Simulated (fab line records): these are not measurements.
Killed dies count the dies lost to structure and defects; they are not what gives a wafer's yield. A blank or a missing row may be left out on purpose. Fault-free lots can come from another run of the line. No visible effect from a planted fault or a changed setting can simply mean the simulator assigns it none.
2 desks looking at one fault / flow n5-finfet / only its own numbers are on each desk; what lay behind them is given at the end

TOOL OWNER'S DESK, rie-diel-01
The tool's own readings at N5_BEOL_M7_TRENCH_ETCH_37 (etches SiCOH lowk in C4F6/O2, target depth 93.478 nm, time 31.2 s): means of the sampled wafers that have a number, for each lot that ran on this tool. The brackets show how far a lot's mean lies from the usual mean; more than 4 standard deviations puts the lot out of limits, marked OUT.
Columns: A = O2_flow_sccm at N5_BEOL_M7_TRENCH_ETCH_37, usual 10.000 sccm; B = chamber-pressure-mTorr at N5_BEOL_M7_TRENCH_ETCH_37, usual 30.003 mTorr; C = drypump-motor-current-A at N5_BEOL_M7_TRENCH_ETCH_37, usual 5.4 A; D = oes-product-au at N5_BEOL_M7_TRENCH_ETCH_37, usual 0.81 a.u.; E = rf-vpp-V at N5_BEOL_M7_TRENCH_ETCH_37, usual 661 V; F = showerhead-plenum-p-Torr at N5_BEOL_M7_TRENCH_ETCH_37, usual 2.86 Torr; G = throttle-valve-pct at N5_BEOL_M7_TRENCH_ETCH_37, usual 20.85 %
lot=L816; first seen here=day 10 07:08; A=9.992; B=30.032; C=5.6; D=0.74; E=653; F=2.95; G=20.88
lot=L819; first seen here=day 10 15:29; A=9.983; B=29.989; C=5.6; D=0.83; E=664; F=2.87; G=20.81
lot=L822; first seen here=day 11 17:32; A=9.982; B=30.010; C=5.5; D=0.67; E=655; F=2.91; G=20.95
lot=L823; first seen here=day 12 02:13; A=9.995; B=30.006; C=5.5; D=0.70; E=655; F=2.91; G=20.97
lot=L824; first seen here=day 12 08:31; A=10.003; B=30.013; C=5.6; D=0.70; E=660; F=2.82; G=20.89
Finding of this desk: none of the 5 lots has anything out of limits.

FROM THE METROLOGY DESK
Means of the sampled wafers that have a number, per lot and without regard to the tool the lot ran on: this is what the gauges read. The brackets show how far a lot's mean lies from the usual mean; more than 4 standard deviations puts the lot out of limits, marked OUT. Readings shown: 7 out of 26 (the first out of limits, and those lying furthest out on some lot).
Columns: A = trench-depth-nm at N5_BEOL_M7_OCD_MEAS_38, usual 94.2 nm; B = M7_THK at N5_BEOL_M7_THK_MEAS_53, usual 80.2 nm; C = M7_RS at N5_BEOL_M7_RS_MEAS_57, usual 0.283 ohm/sq; D = SERP_M11_max_site at N5_BEOL_M15_RC_MEAS_101, usual 3.11 ohm/um; E = SERP_M7 at N5_BEOL_M15_RC_MEAS_101, usual 13.8 ohm/um; F = SERP_M7_max_site at N5_BEOL_M15_RC_MEAS_101, usual 14.3 ohm/um; G = SERP_M9 at N5_BEOL_M15_RC_MEAS_101, usual 3.01 ohm/um
lot=L816; first seen here=day 10 07:17; A=94.2; B=81.7; C=0.278; D=3.11; E=13.6; F=14.4; G=2.86
lot=L819; first seen here=day 10 15:39; A=94.5; B=81.0; C=0.280; D=3.19; E=13.5; F=14.2; G=3.07
lot=L822; first seen here=day 11 18:14; A=80.8 (-6.4) OUT; B=68.2 (-5.0) OUT; C=0.348 (+6.6) OUT; D=3.16; E=16.4 (+4.2) OUT; F=17.5 (+5.1) OUT; G=3.03
lot=L823; first seen here=day 12 02:23; A=87.0; B=72.3; C=0.325 (+4.3) OUT; D=3.14; E=15.6; F=16.2; G=3.07
lot=L824; first seen here=day 12 08:41; A=80.4 (-6.6) OUT; B=67.3 (-5.4) OUT; C=0.353 (+7.1) OUT; D=3.27; E=16.1; F=16.7; G=3.01
lot=L829; first seen here=day 13 05:44; A=91.9; B=77.4; C=0.295; D=3.19; E=14.5; F=15.1; G=2.98
lot=L831; first seen here=day 13 20:10; A=95.2; B=80.6; C=0.284; D=3.11; E=14.4; F=14.9; G=2.95
This desk's verdict: out of limits on L822, L823, L824, starting with L822 at day 11 18:14 (trench-depth-nm at N5_BEOL_M7_OCD_MEAS_38). In limits: L816, L819, L829, L831.

TAKEN TOGETHER
On L822, L823, L824, the metrology desk was in a position to raise an alarm at day 11 18:14.
The desk of the tool owner found nothing out of limits.
On record at the tool owner's desk: L822, L823, L824, within its limits.
The lots listed all ran N5_BEOL_M7_TRENCH_ETCH_37 on rie-diel-01.

WHAT WAS PUT IN BY THE SIMULATOR
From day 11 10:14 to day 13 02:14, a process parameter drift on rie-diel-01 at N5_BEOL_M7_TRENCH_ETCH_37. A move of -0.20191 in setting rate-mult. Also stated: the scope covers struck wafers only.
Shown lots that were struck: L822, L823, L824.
Hours from the fault's start to each desk's first reading out of limits: the metrology desk, 8.
